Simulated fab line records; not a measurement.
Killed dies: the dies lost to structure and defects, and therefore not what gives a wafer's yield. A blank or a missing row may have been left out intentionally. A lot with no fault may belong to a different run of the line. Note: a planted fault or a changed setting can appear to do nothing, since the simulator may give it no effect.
Comparing a struck lot with a sound one	flow nand-harc	14 steps out of a route of 1302
Sound: these wafers, L296.2, L296.3, L296.4. Struck: wafer L304.6 (left out: L304.1, L304.3 of the same lot, which were not struck); the cause appears at the end.
At each step with rows: each side's tool, then ch and its chambers, then its first start. Under that, the readings that differ: sound wafers	struck wafers	difference of the means	sigmas: that difference in standard deviations of wafers without a fault.
alike: a reading whose means differ by less than 2 such deviations, as well as words and numbers matching on both sides. not compared: withheld readings; readings where some wafer has no value; bounds like >300 that might hide an equal value; numbers whose values overlap and for which the record gives no deviation.
Wherever a step has rows on one side only, a row that says differs or no value, or a row with sigmas, the two part there. When numbers do not overlap yet have no deviation, they are printed without sigmas and do not part them. A reading missing from all wafers of one side parts the sides only when that side holds two or more wafers.

first, 1 step without rows for these wafers: NHARC_A_ONON_D1_DEP_03 (target thk 1000 nm).
NHARC_A_ONON_D1_THK_MEAS_05: measures by ellipsometry.
  sound: film-metro-01 at day 12 08:20; struck: film-metro-01 at day 15 04:00
  alike: thk-nm
then, no rows for these wafers at 1 step: NHARC_A_ONON_D1_DEP_06 (target thk 1000 nm).
NHARC_A_ONON_D1_THK_MEAS_08: measures by ellipsometry.
  sound: film-metro-02 at day 12 08:54; struck: film-metro-01 at day 15 04:34
  alike: thk-nm
then, no rows for these wafers at 1 step: NHARC_A_ONON_D1_DEP_09 (target thk 1000 nm).
NHARC_A_ONON_D1_THK_MEAS_11: measures by ellipsometry.
  sound: film-metro-02 at day 12 09:28; struck: film-metro-01 at day 15 05:08
  alike: thk-nm
then, no rows for these wafers at 1 step: NHARC_A_ONON_D1_DEP_12 (target thk 1000 nm).
NHARC_A_ONON_D1_THK_MEAS_14: measures by ellipsometry.
  sound: film-metro-02 at day 12 10:02; struck: film-metro-02 at day 15 05:42
  alike: thk-nm
then, 2 steps without rows for these wafers: NHARC_A_ONON_D1_ANNEAL_15 (time 3600 s); NHARC_A_ONON_D1_DEP_16 (target thk 1000 nm).
NHARC_A_ONON_D1_THK_MEAS_18: measures by ellipsometry.
  sound: film-metro-02 at day 12 17:50; struck: film-metro-01 at day 15 15:32
  alike: thk-nm
NHARC_A_ONON_D1_DEP_19: target thk 1000 nm.
  sound on pecvd-onon-02 ch 0, day 12 17:56; struck on pecvd-onon-02 ch 0, day 15 15:35
  alike: n2-flow-sccm, susceptor-temp-C
NHARC_A_ONON_D1_THK_MEAS_21: measures by ellipsometry.
  sound: film-metro-02 at day 12 18:23; struck: film-metro-01 at day 15 16:16
reading	sound	struck	difference	sigmas
thk-nm (nm)	999 1001 1002	609	-392	-30
  not compared: hold
-- record jumps: 17 days between struck wafers' starts before vs after; left off in module A_ONON_D1, resumes in module END, first step shown is number 1302 of the route --
NHARC_END_SORT_01:
  sound on prober-01 ch 0, day 29 10:29; struck on prober-01 ch 0, day 32 21:44
reading	sound	struck	difference	sigmas
hold	- - -	await-dispo/3.8h/release	no value on the sound wafers	
killed-at-array	87 77 73	670	+591	+31
killed-at-other	1 4 1	0	-2	-2
killed-dies	94 85 77	677	+592	+31
killed-short	4 0 1	5	+3	+2
  alike: killed-at-periphery, killed-open

## WHERE THEY PART
First at NHARC_A_ONON_D1_THK_MEAS_21; last, within this record, at NHARC_END_SORT_01.

WHY: what had been put in by the simulator
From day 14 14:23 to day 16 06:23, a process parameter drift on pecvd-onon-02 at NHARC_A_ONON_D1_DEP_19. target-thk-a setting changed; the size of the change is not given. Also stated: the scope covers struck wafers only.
